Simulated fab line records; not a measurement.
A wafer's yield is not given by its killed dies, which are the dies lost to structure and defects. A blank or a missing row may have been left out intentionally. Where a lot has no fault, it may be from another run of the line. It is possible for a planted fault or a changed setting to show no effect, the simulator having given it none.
The same fault as seen by 2 desks / flow n5_finfet / each desk has only its own numbers; what lay behind them comes last

== AT THE TOOL OWNER'S DESK: rie_diel-06 ==
The tool's own readings at N5_BEOL_M3_TRENCH_ETCH_37 (etches SiOC in C4F6/O2, target depth 55.555 nm, time 29.2 s): means of the sampled wafers that have a number, for each lot that ran on this tool. Marked OUT: a lot whose mean sits more than 4 standard deviations from the usual mean, which makes it out of limits; the brackets give that distance. 7 of its 8 readings are shown: the first one out of limits and those lying furthest out on some lot.
Columns: A = O2_flow_sccm at N5_BEOL_M3_TRENCH_ETCH_37, usual 9.997 sccm; B = bias_w at N5_BEOL_M3_TRENCH_ETCH_37, usual 185.0 W; C = drypump_motor_current_A at N5_BEOL_M3_TRENCH_ETCH_37, usual 5.53 A; D = oes_product_au at N5_BEOL_M3_TRENCH_ETCH_37, usual 0.76 a.u.; E = rf_vpp_V at N5_BEOL_M3_TRENCH_ETCH_37, usual 667 V; F = showerhead_plenum_p_Torr at N5_BEOL_M3_TRENCH_ETCH_37, usual 2.83 Torr; G = throttle_valve_pct at N5_BEOL_M3_TRENCH_ETCH_37, usual 20.84 %
lot=L652; first seen here=day 8 09:03; A=9.997; B=184.5; C=5.49; D=0.83; E=669; F=2.83; G=20.64
lot=L657; first seen here=day 9 22:37; A=9.996; B=180.1 (-9.4) OUT; C=5.67; D=0.79; E=655; F=2.86; G=20.65
lot=L658; first seen here=day 10 13:07; A=10.029; B=180.2 (-9.2) OUT; C=5.37; D=0.76; E=652; F=2.76; G=20.75
lot=L671; first seen here=day 13 05:13; A=9.983; B=184.6; C=5.79; D=0.82; E=671; F=2.91; G=20.58
This desk's finding: out of limits on L657, L658; first on L657, day 9 22:37 (bias_w at N5_BEOL_M3_TRENCH_ETCH_37). L652, L671 stayed within limits.

== THE METROLOGY DESK ==
What the gauges read for every lot (on any tool): the sampled wafers with a number, averaged. Marked OUT: a lot whose mean sits more than 4 standard deviations from the usual mean, which makes it out of limits; the brackets give that distance. It has 11 readings; the 7 that lie furthest out on some lot are the ones shown.
Columns: A = DIBL_N at N5_BEOL_M4_RC_MEAS_101, usual 35.9 mV/V; B = IOFF_N at N5_BEOL_M4_RC_MEAS_101, usual 0.152 nA/um; C = IOFF_P at N5_BEOL_M4_RC_MEAS_101, usual 0.204 nA/um; D = ION_P at N5_BEOL_M4_RC_MEAS_101, usual 462 uA/um; E = SS_P at N5_BEOL_M4_RC_MEAS_101, usual 73.2 mV/dec; F = VT_N at N5_BEOL_M4_RC_MEAS_101, usual 250.3 mV; G = VT_P at N5_BEOL_M4_RC_MEAS_101, usual -250.6 mV
lot=L652; first seen here=day 8 09:22; A=35.9; B=0.160; C=0.192; D=458; E=73.5; F=250.0; G=-253.1
lot=L657; first seen here=day 9 22:55; A=36.8; B=0.173; C=0.222; D=468; E=73.4; F=246.4; G=-248.9
lot=L658; first seen here=day 10 13:26; A=35.5; B=0.135; C=0.198; D=459; E=73.1; F=249.9; G=-248.8
lot=L665; first seen here=day 11 15:29; A=35.4; B=0.144; C=0.195; D=463; E=73.1; F=251.3; G=-250.1
lot=L664; first seen here=day 11 18:51; A=37.6; B=0.141; C=0.168; D=457; E=73.0; F=250.7; G=-253.7
lot=L670; first seen here=day 13 05:05; A=35.1; B=0.133; C=0.171; D=455; E=73.3; F=253.8; G=-255.0
lot=L671; first seen here=day 13 05:32; A=39.0; B=0.194; C=0.253; D=461; E=74.3; F=248.7; G=-248.9
lot=L672; first seen here=day 13 16:39; A=35.5; B=0.137; C=0.225; D=471; E=73.0; F=251.2; G=-246.5
This desk's finding: nothing out of limits on any of the 8 lots.

== BROUGHT TOGETHER ==
An alarm could have come from the tool owner's desk at day 9 22:37, on L657, L658.
The metrology desk saw nothing out of limits.
The metrology desk has L657, L658 on record, within its limits.
N5_BEOL_M3_TRENCH_ETCH_37 was run on rie_diel-06 by each of the lots named.

== WHAT THE SIMULATOR HAD INSERTED ==
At N5_BEOL_M3_TRENCH_ETCH_37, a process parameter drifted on rie_diel-06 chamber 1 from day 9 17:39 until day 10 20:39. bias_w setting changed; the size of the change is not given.
Shown lots that were struck: L657, L658.
Hours from the fault's start to each desk's first reading out of limits: the tool owner's desk, 5.
